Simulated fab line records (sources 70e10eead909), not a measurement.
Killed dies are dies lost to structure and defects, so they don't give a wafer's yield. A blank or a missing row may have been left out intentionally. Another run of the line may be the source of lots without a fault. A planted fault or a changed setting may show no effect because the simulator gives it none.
The same fault as seen by 3 desks -- flow nand harc -- each desk has only its own numbers; what lay behind them comes last

## FROM THE METROLOGY DESK
Lot by lot, what the gauges showed, no matter which tool ran the lot: averages of those sampled wafers that carry a number. Marked OUT: a lot whose mean sits more than 4 standard deviations from the usual mean, which makes it out of limits; the brackets give that distance. Shown here are 7 of its 9 readings, the ones lying furthest out on some lot.
Columns: A = cd nm at NHARC_A_M1_CD_MEAS_09, usual 120.0 nm; B = overlay x nm at NHARC_A_M1_OVL_MEAS_10, usual -0.2 nm; C = overlay y nm at NHARC_A_M1_OVL_MEAS_10, usual 0.1 nm; D = cd nm at NHARC_A_M1_CD_MEAS_16, usual 119.7 nm; E = thk nm at NHARC_A_BONDPAD_THK_MEAS_30, usual 199.8 nm; F = cd nm at NHARC_A_BONDPAD_CD_MEAS_09, usual 500.1 nm; G = overlay x nm at NHARC_A_BONDPAD_OVL_MEAS_35, usual 0 nm
lot,first seen here,A,B,C,D,E,F,G
L365,day 21 23:41,120.0,1.9,-0.6,119.1,199.9,497.8,3
L363,day 22 02:59,119.2,0.2,0.4,118.8,199.2,498.4,1
L370,day 23 13:50,120.4,-1.2,-0.1,120.1,199.4,501.5,4
L371,day 23 21:16,119.7,-0.4,-0.5,119.5,201.5,500.2,0
L372,day 25 08:13,120.6,0.8,0.8,120.5,196.8,499.2,-13
Finding of this desk: none of the 5 lots has anything out of limits.

## AT THE TOOL OWNER'S DESK: pvd sputter-02
The tool's own readings at NHARC_A_M1_PVD_20 (deposits TaN, target thk 5 nm, time 8.06 s): means of the sampled wafers that have a number, for each lot that ran on this tool. Marked OUT: a lot whose mean sits more than 4 standard deviations from the usual mean, which makes it out of limits; the brackets give that distance.
Columns: A = throttle valve pct at NHARC_A_M1_PVD_20, usual 29.4 %
lot,first seen here,A
L363,day 22 04:19,28.3
L372,day 25 09:35,29.2
Finding of this desk: none of the 2 lots has anything out of limits.

## THE DEFECT DESK
What the inspections along the route counted, lot by lot: means of the sampled wafers that have a number. Marked OUT: a lot whose mean sits more than 4 standard deviations from the usual mean, which makes it out of limits; the brackets give that distance.
Columns: A = raw defect count at NHARC_A_M1_INSPECT_11, usual 30
lot,first seen here,A
L365,day 21 23:49,41
L363,day 22 03:07,38
L370,day 23 13:58,51
L371,day 23 21:23,22
L372,day 25 08:20,21
Finding of this desk: none of the 5 lots has anything out of limits.

## ALL TOGETHER
Metrology desk: nothing out of limits seen.
The desk of the tool owner found nothing out of limits.
The defect desk saw nothing out of limits.

## WHAT THE SIMULATOR HAD PUT IN
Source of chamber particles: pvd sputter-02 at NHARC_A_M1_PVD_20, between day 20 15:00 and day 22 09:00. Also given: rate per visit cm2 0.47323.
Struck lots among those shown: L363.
